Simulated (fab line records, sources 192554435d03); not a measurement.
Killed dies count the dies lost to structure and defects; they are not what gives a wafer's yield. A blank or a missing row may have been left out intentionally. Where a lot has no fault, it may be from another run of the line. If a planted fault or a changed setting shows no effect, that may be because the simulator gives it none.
fab line records	flow n5-finfet
record lots=6	wafers=17	last-day=16
route steps=1938 shown BEOL_M1@829 BEOL_M2@841 BEOL_M4@1111
lots with no fault: from the same line, run without faults
start-h: the number of hours between the record's first day and the start of the first shown wafer of the lot	wait-h: time in hours since the lot's previous step	" same as the row above	L1.1+2: one row covering several wafers at once	- no value, or no start given	* or withheld: withheld	< > ~ a bound
route shown NAME@n: NAME is a module with steps in the file, n the number in the route of the first one	usual: the fault-free wafers' mean and standard deviation	same: alike in all rows	chamber/n: place in a boat	sites: per-site readings	_std_site: standard deviation across them	_edge_site: the outer-site mean with the inner-site mean subtracted	radius-mm: for every site, how far away it sits from the centre of the wafer	mask NAME#n: copy n	behind: the most recent tool/chamber to have shaped the wafer	hold: cause of the lot's hold/its duration in hours/its outcome	device: whichever transistor did not switch (one of n, p or np)	end of line: tests of these same wafers at the route's end	for a step that has no rows: nothing shown but its recipe	killed: not the wafer's yield, but the dies lost to structure and defects at the first sort	map: per-die view of a wafer (x killed, . not killed, _ where there is no die)
set.NAME: the setting that was run; set.NAME@STEP: the one run at that earlier step	model.NAME: the simulator's own value behind a step, which no gauge read
lots at some steps of the route; a table a step, a row a wafer
services: the hour from which a tool's chamber was out of use, counted from the record's first day as start-h (under 0 if before that day), plus the number of hours and why
## steps
# step N5_BEOL_M1_ANNEAL_95
# recipe temp-c=400	time-s=240	ambient=vacuum
# step N5_BEOL_M1_SPUTTER_96
# recipe material=Cu	target-thk-a=45	temp-c=-20	chamber-pressure-pa=0.07	power-w=withheld	time-s=8.29
# usual throttle-valve-pct=29.9/1.3
lot.wafer	tool	chamber	start-h	wait-h	throttle-valve-pct
L375.1	pvd-sputter-02	-	157.27	0.1	29.5
L375.2	"	-	"	"	30.8
L375.6	"	-	"	"	29.3
L383.2	pvd-sputter-03	-	207.43	0.1	31.2
L383.3	"	-	"	"	29.2
L384.1	pvd-sputter-02	-	209.26	0.1	29.5
L384.2	"	-	"	"	30.6
L384.5	"	-	"	"	29.5
L387.1	pvd-sputter-03	-	227.14	0.1	31.2
L387.4	"	-	"	"	31.1
L387.6	"	-	"	"	30.8
L389.1	pvd-sputter-01	-	242.14	0.1	26.7
L389.2	"	-	"	"	30.4
L389.4	"	-	"	"	27.6
L391.2	pvd-sputter-03	-	244.95	0.1	30.9
L391.3	"	-	"	"	30.5
L391.4	"	-	"	"	31.0
# step N5_BEOL_M1_ECD_50
# recipe material=Cu	target-thk-a=3000
# step N5_BEOL_M1_ANNEAL_51
# recipe temp-c=225	time-s=90	ambient=N2
# usual wafer_temp_C_max=225.71/0.29
lot.wafer	tool	chamber	start-h	wait-h	wafer_temp_C_max
L375.1	rtp-anneal-01	0	157.47	0.1	225.75
L375.2	"	0	"	"	225.54
L375.6	"	0	"	"	225.49
L383.2	rtp-anneal-02	0	207.87	0.3	225.91
L383.3	"	0	"	"	225.57
L384.1	rtp-anneal-02	0	209.47	0.1	225.74
L384.2	"	0	"	"	225.78
L384.5	"	0	"	"	225.85
L387.1	rtp-anneal-02	0	227.70	0.4	225.95
L387.4	"	0	"	"	225.64
L387.6	"	0	"	"	225.52
L389.1	rtp-anneal-02	0	242.58	0.3	226.18
L389.2	"	0	"	"	225.87
L389.4	"	0	"	"	225.71
L391.2	rtp-anneal-01	0	245.19	0.1	225.56
L391.3	"	0	"	"	225.22
L391.4	"	0	"	"	225.69
# step N5_BEOL_M1_CMP_52
# recipe stop-on=SiOC	t-overpolish-s=6.8	down-force-psi=1	platen-rpm=50	clearing-platen-down-force-psi=1.5	clearing-platen-rpm=50	post-cmp-clean=cu-alkaline	target-thk-nm=40	clearing-platen-pad-velocity-m-s=0.99484	pad-velocity-m-s=0.99484
# step N5_BEOL_M1_THK_MEAS_53
# recipe thk-meas-gauge=xrf	reads=Cu_of_BEOL_M1_ECD_50
# usual M1_THK=39.9/1.5
lot.wafer	tool	chamber	start-h	wait-h	M1_THK[nm]
L375.1	film-metro-01	-	158.06	-	39.7
L375.2	"	-	"	"	40.8
L375.6	"	-	"	"	39.4
L383.2	film-metro-01	-	208.41	-	39.2
L383.3	"	-	"	"	39.3
L384.1	film-metro-01	-	210.06	-	39.7
L384.2	"	-	"	"	40.1
L384.5	"	-	"	"	40.7
L387.1	film-metro-02	-	228.29	-	38.3
L387.4	"	-	"	"	40.1
L387.6	"	-	"	"	40.9
L389.1	film-metro-01	-	243.17	-	37.2
L389.2	"	-	"	"	37.5
L389.4	"	-	"	"	39.0
L391.2	film-metro-02	-	245.75	-	37.3
L391.3	"	-	"	"	37.4
L391.4	"	-	"	"	39.0
# step N5_BEOL_M1_PRE_CLEAN_60
# recipe gas=NH3/H2	time-s=15	temp-c=*	rf-power-w=300
# step N5_BEOL_M1_CO_CAP_55
# recipe material=Co	target-thk-a=20	temp-c=200	precursor=CCTBA/H2	pressure-torr=30	time-s=102.1
# usual heater-power-w=253/38
lot.wafer	tool	chamber	start-h	wait-h	heater-power-w
L375.1	cvd-co-01	2	158.18	0.0	196
L375.2	"	1	"	"	248
L375.6	"	0	"	"	249
L383.2	cvd-co-01	1	208.49	0.0	247
L383.3	"	0	"	"	251
L384.1	cvd-co-02	1	210.14	0.0	316
L384.2	"	2	"	"	221
L384.5	"	2	"	"	222
L387.1	cvd-co-01	0	228.36	0.0	250
L387.4	"	2	"	"	203
L387.6	"	1	"	"	255
L389.1	cvd-co-02	2	243.25	0.0	228
L389.2	"	0	"	"	254
L389.4	"	1	"	"	315
L391.2	cvd-co-02	1	245.83	0.0	320
L391.3	"	0	"	"	251
L391.4	"	0	"	"	256
# step N5_BEOL_M1_PRE_CLEAN_56
# recipe gas=NH3	time-s=15	temp-c=withheld	rf-power-w=300
# step N5_BEOL_M1_DEP_57
# recipe material=SiCN	target-thk-a=80	temp-c=withheld	precursor=3MS/NH3	pressure-torr=3	rf-w=202	time-s=14
# step N5_BEOL_M1_RS_MEAS_58
# recipe thk-meas-gauge=four-point-probe	reads=Co_of_BEOL_M1_CO_CAP_55+Cu_of_BEOL_M1_ECD_50+Co_of_BEOL_M1_CVD_47+TaN_of_BEOL_M1_ALD_84
# usual M1_RS=0.67/0.032
lot.wafer	tool	chamber	start-h	wait-h	M1_RS[ohm/sq]
L375.1	film-metro-01	-	158.36	0.0	0.67
L375.2	"	-	"	"	0.65
L375.6	"	-	"	"	0.68
L383.2	film-metro-01	-	208.67	0.1	0.68
L383.3	"	-	"	"	0.68
L384.1	film-metro-02	-	210.32	0.0	0.68
L384.2	"	-	"	"	0.67
L384.5	"	-	"	"	0.66
L387.1	film-metro-01	-	228.55	0.0	0.71
L387.4	"	-	"	"	0.67
L387.6	"	-	"	"	0.65
L389.1	film-metro-02	-	243.43	0.0	0.73
L389.2	"	-	"	"	0.72
L389.4	"	-	"	"	0.69
L391.2	film-metro-02	-	246.01	0.1	0.71
L391.3	"	-	"	"	0.72
L391.4	"	-	"	"	0.67
# step N5_BEOL_M1_INSPECT_59
# recipe inspect-instrument=darkfield	mode=post-dep
# usual raw-defect-count=67/19
lot.wafer	tool	chamber	start-h	wait-h	raw-defect-count
L375.1	defect-inspect-01	-	158.39	0.0	66
L375.2	"	-	"	"	38
L375.6	"	-	"	"	81
L383.2	defect-inspect-01	-	208.70	0.0	52
L383.3	"	-	"	"	47
L384.1	defect-inspect-02	-	210.35	0.0	54
L384.2	"	-	"	"	66
L384.5	"	-	"	"	53
L387.1	defect-inspect-01	-	228.57	0.0	63
L387.4	"	-	"	"	81
L387.6	"	-	"	"	66
L389.1	defect-inspect-02	-	243.46	0.0	91
L389.2	"	-	"	"	54
L389.4	"	-	"	"	57
L391.2	defect-inspect-01	-	246.04	0.0	42
L391.3	"	-	"	"	53
L391.4	"	-	"	"	79
# step N5_BEOL_M2_ILD_DEP_00
# recipe material=SiOC	target-thk-a=790	temp-c=350	precursor=DEMS/O2	pressure-torr=5	rf-w=500	time-s=15.3
# usual heater-power-w=535/73	showerhead-plenum-p-Torr=5.697/0.017	throttle-valve-pct=12.2/0.77
lot.wafer	tool	chamber	start-h	wait-h	heater-power-w	showerhead-plenum-p-Torr	throttle-valve-pct	model.SiOC_of_BEOL_M2_ILD_DEP_00.thk-nm
L375.1	pecvd-04	0	158.43	0.0	516	5.697	12.1	78.8
L375.2	"	2	"	"	583	5.677	13.8	78.8
L375.6	"	2	"	"	577	5.688	13.7	80
L383.2	pecvd-04	1	208.73	0.0	617	5.696	11.8	52
L383.3	"	1	"	"	648	5.696	12.0	79.4
L384.1	pecvd-04	0	210.39	0.0	529	5.715	12.3	78
L384.2	"	1	"	"	605	5.699	12.0	51.8
L384.5	"	1	"	"	612	5.698	12.1	77.4
L387.1	pecvd-02	1	228.61	0.0	497	5.691	12.3	78.2
L387.4	"	2	"	"	489	5.711	11.6	79
L387.6	"	0	"	"	469	5.720	13.2	79.6
L389.1	pecvd-01	0	243.50	0.0	530	5.707	12.1	78
L389.2	"	1	"	"	456	5.691	11.4	78
L389.4	"	2	"	"	547	5.680	11.3	79.6
L391.2	pecvd-01	0	246.07	0.0	453	5.702	11.9	78.4
L391.3	"	2	"	"	542	5.657	10.9	78.6
L391.4	"	0	"	"	460	5.709	12.2	78.8
# step N5_BEOL_M2_THK_MEAS_01
# recipe reads=SiOC_of_BEOL_M2_ILD_DEP_00
# usual M2_ILD_THK=78.7/0.95
lot.wafer	tool	chamber	start-h	wait-h	M2_ILD_THK[nm]
L375.1	film-metro-01	-	158.49	0.0	78.7
L375.2	"	-	"	"	78.7
L375.6	"	-	"	"	79.9
L383.2	film-metro-01	-	208.82	0.1	52.0
L383.3	"	-	"	"	79.4
L384.1	film-metro-01	-	210.47	0.1	77.9
L384.2	"	-	"	"	51.7
L384.5	"	-	"	"	77.5
L387.1	film-metro-02	-	228.68	0.0	78.3
L387.4	"	-	"	"	79.1
L387.6	"	-	"	"	79.6
L389.1	film-metro-01	-	243.56	0.0	78.1
L389.2	"	-	"	"	78.0
L389.4	"	-	"	"	79.5
L391.2	film-metro-02	-	246.14	0.1	78.5
L391.3	"	-	"	"	78.6
L391.4	"	-	"	"	78.8
# step N5_BEOL_M2_PECVD_72
# recipe material=SiO2	target-thk-a=160	temp-c=400	precursor=TEOS/O2	pressure-torr=5.5	rf-w=450	teos-flow-sccm=53.8	gas=O2	flow-sccm=3000	time-s=18
# step N5_BEOL_M2_HM_DEP_02
# recipe material=TiN	target-thk-a=200	temp-c=25	chamber-pressure-pa=0.49996
# step N5_BEOL_M2_COAT_61
# recipe resist=SOC	temp-c=250	time-s=60	spin-rpm=1500	resist-thk-nm=60
# step N5_BEOL_M2_COAT_62
# recipe resist=SiARC	temp-c=220	time-s=60	spin-rpm=1500	resist-thk-nm=12
# step N5_BEOL_M2_COAT_73
# recipe resist=underlayer	temp-c=205	time-s=60	spin-rpm=1500	resist-thk-nm=5
# step N5_BEOL_M2_COAT_05
# recipe resist=CAR-EUV	spin-rpm=1500	resist-thk-nm=30
# step N5_BEOL_M2_EBR_07
# recipe solvent=PGMEA	ebr-width-mm=1.5
# step N5_BEOL_M2_SOFTBAKE_06
# recipe temp-c=110	time-s=60	resist=CAR-EUV
# step N5_BEOL_M2_EXPOSE_08
# recipe mask-id=M2	na=0.33	source-shape=dipole	sigma-inner=0.369	sigma-outer=0.767	polarization=unpolarized	dose-mj=41.25
# step N5_BEOL_M2_PEB_09
# recipe peb-temp-c=100	peb-time-s=60	resist=CAR-EUV
# step N5_BEOL_M2_DEVELOP_10
# recipe develop-time-s=30	developer=TMAH	resist=CAR-EUV	rinse-liquid=surfactant-rinse	dry=air-spin	dev-temp-c=23
# step N5_BEOL_M2_CD_MEAS_11
# recipe target-cd-nm=16.79	landing-energy-ev=500	detector=se-inlens	polarity=opening
# usual cd-nm=16.82/0.22
lot.wafer	tool	chamber	start-h	wait-h	cd-nm
L375.1	cd-sem-03	0	160.55	-	17.14
L375.2	"	0	"	"	16.67
L375.6	"	0	"	"	16.54
L383.2	cd-sem-01	0	211.40	-	17.02
L383.3	"	0	"	"	16.86
L384.1	cd-sem-03	0	211.82	-	16.91
L384.2	"	0	"	"	16.92
L384.5	"	0	"	"	16.77
L387.1	cd-sem-01	0	229.92	-	16.39
L387.4	"	0	"	"	17.17
L387.6	"	0	"	"	16.99
L389.1	cd-sem-01	0	245.72	-	16.83
L389.2	"	0	"	"	17.03
L389.4	"	0	"	"	16.77
L391.2	cd-sem-03	0	247.95	-	17.19
L391.3	"	0	"	"	16.87
L391.4	"	0	"	"	16.60
# step N5_BEOL_M2_OVL_MEAS_12
# recipe points-per-wafer=522
# usual M2_OVL=0.6/0.65
lot.wafer	tool	chamber	start-h	wait-h	M2_OVL[nm]
L375.1	overlay-02	0	160.58	0.0	0.2
L375.2	"	0	"	"	1.4
L375.6	"	0	"	"	0.9
L383.2	overlay-01	0	211.44	0.0	0.3
L383.3	"	0	"	"	0.8
L384.1	overlay-02	0	211.85	0.0	-0.6
L384.2	"	0	"	"	-1.0
L384.5	"	0	"	"	-0.1
L387.1	overlay-01	0	229.95	0.0	1.0
L387.4	"	0	"	"	0.8
L387.6	"	0	"	"	1.3
L389.1	overlay-01	0	245.75	0.0	1.5
L389.2	"	0	"	"	1.4
L389.4	"	0	"	"	0.5
L391.2	overlay-01	0	247.99	0.0	0.8
L391.3	"	0	"	"	1.1
L391.4	"	0	"	"	0.9
# step N5_BEOL_M2_INSPECT_13
# recipe mode=adi	inspect-instrument=brightfield
# usual raw-defect-count=391/80
lot.wafer	tool	chamber	start-h	wait-h	raw-defect-count
L375.1	defect-inspect-01	-	160.64	0.1	474
L375.2	"	-	"	"	456
L375.6	"	-	"	"	515
L383.2	defect-inspect-01	-	211.49	0.0	313
L383.3	"	-	"	"	287
L384.1	defect-inspect-01	-	211.90	0.1	445
L384.2	"	-	"	"	434
L384.5	"	-	"	"	331
L387.1	defect-inspect-02	-	230.01	0.1	282
L387.4	"	-	"	"	348
L387.6	"	-	"	"	331
L389.1	defect-inspect-01	-	245.81	0.1	558
L389.2	"	-	"	"	425
L389.4	"	-	"	"	435
L391.2	defect-inspect-01	-	248.04	0.0	558
L391.3	"	-	"	"	543
L391.4	"	-	"	"	576
# step N5_BEOL_M2_DESCUM_16
# recipe chemistry=O2	time-s=7	source-power-w=50	bias-power-w=20	pressure-mtorr=20	rf-frequency-hz=2.712e+07	temp-c=40	resist=CAR-EUV	o2-flow-sccm=225
# step N5_BEOL_M2_ETCH_74
# recipe chemistry=N2/H2	target=underlayer	target-depth-a=65	mask-material=CAR-EUV	time-s=5.2	ion-energy-ev=200	pressure-mtorr=30	source-w=840	bias-w=150	n2-flow-sccm=200	h2-flow-sccm=200	ends=cleared
# step N5_BEOL_M2_ETCH_63
# recipe chemistry=CF4	target=SiARC	target-depth-a=156	mask-material=CAR-EUV	time-s=26	ion-energy-ev=80	pressure-mtorr=40	source-w=545	bias-w=36	Ar_flow_sccm=100	cf4-flow-sccm=100	ends=cleared
# usual drypump-motor-current-A=5.9/0.45	etch-rf-on-time-s=26.1/0.37	oes-product-au=0.66/0.064	rf-vpp-V=184.2/1.2	showerhead-plenum-p-Torr=2.16/0.064	throttle-valve-pct=15.58/0.22
lot.wafer	tool	chamber	start-h	wait-h	drypump-motor-current-A	etch-rf-on-time-s	oes-product-au	rf-hours-counter-h	rf-vpp-V	showerhead-plenum-p-Torr	throttle-valve-pct
L375.1	rie-diel-04	0	160.75	0.0	6.6	26.4	0.60	221	182.9	2.03	15.49
L375.2	"	2	"	"	5.8	25.7	0.58	244	183.4	2.20	15.54
L375.6	"	0	"	"	6.6	26.3	0.60	-	182.3	2.03	15.50
L383.2	rie-diel-05	3	211.64	0.0	5.5	26.7	0.65	143	184.5	2.24	15.74
L383.3	"	1	"	"	6.3	26.6	0.81	10	185.2	2.20	15.27
L384.1	rie-diel-05	1	212.11	0.0	6.3	26.2	0.80	10	185.7	2.20	15.28
L384.2	"	2	"	"	6.6	26.5	0.65	164	184.8	2.14	15.65
L384.5	"	3	"	"	5.6	26.4	0.65	-	186.7	2.24	15.74
L387.1	rie-diel-04	2	230.23	0.0	5.7	25.5	0.77	15	185.7	2.19	15.11
L387.4	"	1	"	"	5.7	25.1	0.67	-	182.9	2.14	15.87
L387.6	"	3	"	"	5.7	26.2	0.61	-	184.8	2.20	15.46
L389.1	rie-diel-05	1	245.91	0.0	6.3	26.5	0.77	23	184.3	2.19	15.30
L389.2	"	2	"	"	6.5	26.4	0.64	177	184.2	2.13	15.69
L389.4	"	3	"	"	5.6	26.3	0.64	155	184.6	2.23	15.78
L391.2	rie-diel-04	1	248.13	0.0	5.7	25.9	0.65	160	184.7	2.13	15.89
L391.3	"	3	"	"	5.7	26.4	0.60	222	186.2	2.20	15.48
L391.4	"	1	"	"	5.7	25.6	0.65	-	184.6	2.13	15.91
# step N5_BEOL_M2_ETCH_64
# recipe chemistry=N2/H2	target=SOC	target-depth-a=750	overetch-a=225	mask-material=SiARC	temp-c=40	time-s=121.9	ion-energy-ev=200	pressure-mtorr=30	source-w=840	bias-w=150	n2-flow-sccm=200	h2-flow-sccm=200
# step N5_BEOL_M2_STRIP_65
# recipe chemistry=N2/H2	temp-c=40	n2-flow-sccm=200	h2-flow-sccm=200	rf-frequency-hz=6e+07
# step N5_BEOL_M2_STRIP_75
# recipe chemistry=N2/H2	temp-c=40	n2-flow-sccm=200	h2-flow-sccm=200	rf-frequency-hz=6e+07
# step N5_BEOL_M2_STRIP_66
# recipe chemistry=CF4	resist=SiARC	power-w=300	bias-power-w=75	pressure-mtorr=50	cf4-flow-sccm=150	rf-frequency-hz=6e+07
# usual drypump-motor-current-A=5.9/0.45	oes-product-au=0.77/0.073	rf-vpp-V=271.4/1.4	showerhead-plenum-p-Torr=1.81/0.05	throttle-valve-pct=13.57/0.22
lot.wafer	tool	chamber	start-h	wait-h	drypump-motor-current-A	oes-product-au	rf-hours-counter-h	rf-vpp-V	showerhead-plenum-p-Torr	throttle-valve-pct
L375.1	rie-diel-04	0	160.99	0.0	6.6	0.70	221	269.1	1.71	13.52
L375.2	"	2	"	"	5.7	0.67	244	272.6	1.84	13.57
L375.6	"	0	"	"	6.6	0.70	-	269.3	1.71	13.54
L383.2	rie-diel-05	3	211.80	0.0	5.5	0.76	143	272.7	1.87	13.69
L383.3	"	1	"	"	6.3	0.93	10	273.7	1.84	13.23
L384.1	rie-diel-05	1	212.27	0.0	6.3	0.93	10	272.7	1.84	13.23
L384.2	"	2	"	"	6.6	0.75	164	270.3	1.79	13.64
L384.5	"	3	"	"	5.6	0.76	-	272.5	1.87	13.72
L387.1	rie-diel-04	2	230.39	0.0	5.7	0.89	15	271.3	1.84	13.09
L387.4	"	1	"	"	5.7	0.75	-	270.5	1.79	13.87
L387.6	"	3	"	"	5.6	0.71	-	269.4	1.84	13.47
L389.1	rie-diel-05	1	246.07	0.0	6.2	0.90	23	272.4	1.83	13.24
L389.2	"	2	"	"	6.6	0.75	177	271.4	1.78	13.69
L389.4	"	3	"	"	5.6	0.74	155	272.4	1.86	13.74
L391.2	rie-diel-04	1	248.29	0.0	5.7	0.74	160	271.8	1.79	13.86
L391.3	"	3	"	"	5.6	0.70	222	272.2	1.83	13.48
L391.4	"	1	"	"	5.7	0.74	-	270.1	1.79	13.89
# step N5_BEOL_M2_HM_OPEN_17
# recipe chemistry=Cl2/BCl3	target-depth-a=200	overetch-a=60	target=TiN	mask-material=SOC	ion-energy-ev=150	pressure-mtorr=10	icp-w=1000	bias-w=126	Cl2_flow_sccm=53.25	bcl3-flow-sccm=21.75	Ar_flow_sccm=25
# step N5_BEOL_M2_STRIP_19
# recipe chemistry=O2	power-w=400	temp-c=40	pressure-mtorr=30	rf-frequency-hz=6e+07	bias-power-w=0	overash-fraction=0.2	o2-flow-sccm=225
# step N5_BEOL_M2_CD_MEAS_18
# recipe pitch-nm=36	target-cd-nm=18
# usual cd-nm=18.10/0.27
lot.wafer	tool	chamber	start-h	wait-h	cd-nm
L375.1	cd-sem-02	-	161.29	0.0	17.98
L375.2	"	-	"	"	18.29
L375.6	"	-	"	"	18.14
L383.2	cd-sem-01	-	212.06	0.1	17.76
L383.3	"	-	"	"	18.24
L384.1	cd-sem-02	-	212.61	0.0	17.90
L384.2	"	-	"	"	18.22
L384.5	"	-	"	"	18.38
L387.1	cd-sem-02	-	230.62	0.0	18.68
L387.4	"	-	"	"	18.33
L387.6	"	-	"	"	17.92
L389.1	cd-sem-03	-	246.39	0.0	18.18
L389.2	"	-	"	"	18.33
L389.4	"	-	"	"	18.25
L391.2	cd-sem-03	-	248.51	0.1	18.51
L391.3	"	-	"	"	18.20
L391.4	"	-	"	"	18.45
# step N5_BEOL_M2_COAT_67
# recipe resist=SOC	temp-c=250	time-s=60	spin-rpm=1500	resist-thk-nm=60
# step N5_BEOL_M2_COAT_68
# recipe resist=SiARC	temp-c=220	time-s=60	spin-rpm=1500	resist-thk-nm=12
# step N5_BEOL_M2_COAT_76
# recipe resist=underlayer	temp-c=205	time-s=60	spin-rpm=1500	resist-thk-nm=5
# step N5_BEOL_M2_COAT_22
# recipe resist=CAR-EUV	spin-rpm=1500	resist-thk-nm=30
# step N5_BEOL_M2_CMP_52
# recipe stop-on=SiOC	t-overpolish-s=6.8	down-force-psi=1	platen-rpm=50	clearing-platen-down-force-psi=1.5	clearing-platen-rpm=50	post-cmp-clean=cu-alkaline	target-thk-nm=40	clearing-platen-pad-velocity-m-s=0.99484	pad-velocity-m-s=0.99484
# usual motor-current-A=6.2/0.69	platen-rpm=50.00/0.038
lot.wafer	tool	chamber	start-h	wait-h	motor-current-A	platen-rpm	model.SiOC_of_BEOL_M2_ILD_DEP_00.thk-nm
L375.1	cmp-02	0	167.24	0.3	6.6	49.97	75.8
L375.2	"	2	"	"	5.6	50.01	75.8
L375.6	"	0	"	"	6.6	50.00	77
L383.3	cmp-02	1	219.96	0.2	6.0	50.02	76.4
L383.2	"	2	"	"	5.6	49.99	49
L384.1	cmp-01	3	220.84	0.3	5.8	50.01	75
L384.2	"	1	"	"	7.7	49.98	48.8
L384.5	"	2	"	"	6.0	49.97	74.4
L387.1	cmp-02	2	236.39	0.3	5.3	50.01	75.2
L387.4	"	3	"	"	6.5	50.02	76
L387.6	"	3	"	"	6.5	50.07	76.6
L389.2	cmp-04	1	252.72	0.2	5.8	50.07	75
L389.4	"	2	"	"	6.8	50.05	76.6
L389.1	"	3	"	"	6.7	49.97	75
L391.3	cmp-04	0	257.40	0.2	5.3	50.01	75.6
L391.2	"	1	"	"	5.9	49.97	75.4
L391.4	"	3	"	"	6.4	49.96	75.8
# step N5_BEOL_M4_RC_MEAS_101
# usual DIBL_N=36.3/1.2	DIBL_P=36.1/1.6	IOFF_N=0.161/0.023	IOFF_P=0.209/0.027	ION_N=676/8.9	ION_P=462/5.3	SS_N=71.5/0.51	SS_P=73.2/0.5	VT_N=249.1/2.5	VT_P=-249.9/2.8
lot.wafer	tool	chamber	start-h	wait-h	DIBL_N[mV/V]	DIBL_P[mV/V]	IOFF_N[nA/um]	IOFF_P[nA/um]	ION_N[uA/um]	ION_P[uA/um]	SS_N[mV/dec]	SS_P[mV/dec]	VT_N[mV]	VT_P[mV]
L375.1	prober-02	0	185.10	0.0	36.4	35.7	0.148	0.185	678	458	70.9	73.4	247.4	-254.7
L375.2	"	0	"	"	34.8	33.5	0.115	0.155	662	454	70.6	72.1	253.5	-255.5
L375.6	"	0	"	"	35.2	34.1	0.125	0.163	663	454	70.7	72.9	253.1	-254.3
L384.1	prober-02	0	241.40	0.0	36.4	35.1	0.152	0.194	655	455	72.1	72.9	251.2	-248.7
L384.5	"	0	"	"	37.2	36.1	0.157	0.204	668	459	72.2	73.9	253.0	-250.1
L383.3	prober-02	0	246.63	0.3	34.5	32.5	0.121	0.199	664	466	70.4	72.5	255.4	-246.6
L387.1	prober-01	0	256.56	0.0	38.4	36.6	0.189	0.214	680	463	71.4	73.3	246.8	-251.5
L387.4	"	0	"	"	37.1	35.1	0.146	0.190	663	459	71.3	73.0	252.3	-252.8
L387.6	"	0	"	"	37.0	35.6	0.159	0.202	673	458	71.1	72.6	248.4	-249.5
L389.1	prober-02	0	274.69	0.0	36.8	35.9	0.171	0.228	679	469	71.4	74.8	248.3	-247.6
L389.2	"	0	"	"	37.9	36.5	0.191	0.233	693	464	72.0	73.5	246.8	-248.7
L389.4	"	0	"	"	38.8	37.4	0.210	0.256	691	472	72.1	74.3	245.5	-249.8
L391.2	prober-02	0	278.87	0.2	37.8	37.2	0.202	0.225	695	466	72.2	73.0	245.0	-249.9
L391.3	"	0	"	"	37.4	37.6	0.178	0.224	688	468	72.0	73.8	248.6	-248.7
L391.4	"	0	"	"	36.9	36.7	0.167	0.212	681	459	71.8	72.5	249.6	-249.5
## services
tool	chamber	start-h	hours	kind
cmp-04	-	149.07	6.8	pm
cmp-01	-	160.18	2.3	repair
rie-diel-04	1	160.26	9.4	repair
cmp-04	-	164.22	2.1	repair
cmp-04	-	174.93	1.3	repair
rie-diel-04	2	175.20	-	clean
rie-diel-04	2	175.20	-	consumable-replace:focus-ring
rie-diel-04	2	175.20	17.6	scheduled-down
rie-diel-04	2	175.20	17.6	vent-cycle
cvd-co-01	2	178.45	2.3	repair
cvd-co-02	0	183.03	9.2	repair
cvd-co-02	-	192.72	6.9	pm
pecvd-01	-	195.64	14.6	pm
cmp-04	-	209.28	0.9	repair
rie-diel-04	2	210.03	5.3	repair
rie-diel-04	1	217.31	5.0	repair
rie-diel-04	0	226.04	-	clean
cmp-02	-	227.66	5.5	pm
cmp-01	-	227.77	4.0	pm
cvd-co-01	-	234.99	6.0	pm
cvd-co-02	2	248.60	21.1	repair
cvd-co-01	-	249.98	0.8	repair
cmp-01	-	250.96	2.1	repair
pecvd-02	-	256.77	4.3	pm
## key
first-sign step=N5_BEOL_M2_THK_MEAS_01	reading=M2_ILD_THK	direction=down	sigmas=28	usual=78.7	struck=51.9
effect none on later readings
model-effect step=N5_BEOL_M2_ILD_DEP_00	value=SiOC_of_BEOL_M2_ILD_DEP_00.thk-nm	without=78.3	struck=51.9
model-effect step=N5_BEOL_M2_CMP_52	value=SiOC_of_BEOL_M2_ILD_DEP_00.thk-nm	without=75.3	struck=48.9
met-at N5_BEOL_M2_ILD_DEP_00
struck-wafers L383.2,L384.2
later-rows-left-out L383.2,L384.2
sort-left-out L383.2,L384.2
onset-between 158.43 208.73
fault kind=process-parameter-drift	tool=pecvd-04	chamber=-	onset-h=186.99	steps=N5_BEOL_M2_ILD_DEP_00	channel=time-s	offset=*	shape=step	end-h=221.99	scope=struck-wafers-only	acts-in=*	stated=*
# sort-left-out: the simulated sort isn't trusted on such a fault, so these wafers' sort isn't shown, and their yield isn't known
# later-rows-left-out: the simulator's readings of these wafers behind a module that went badly wrong aren't trusted and aren't shown, but for the sort
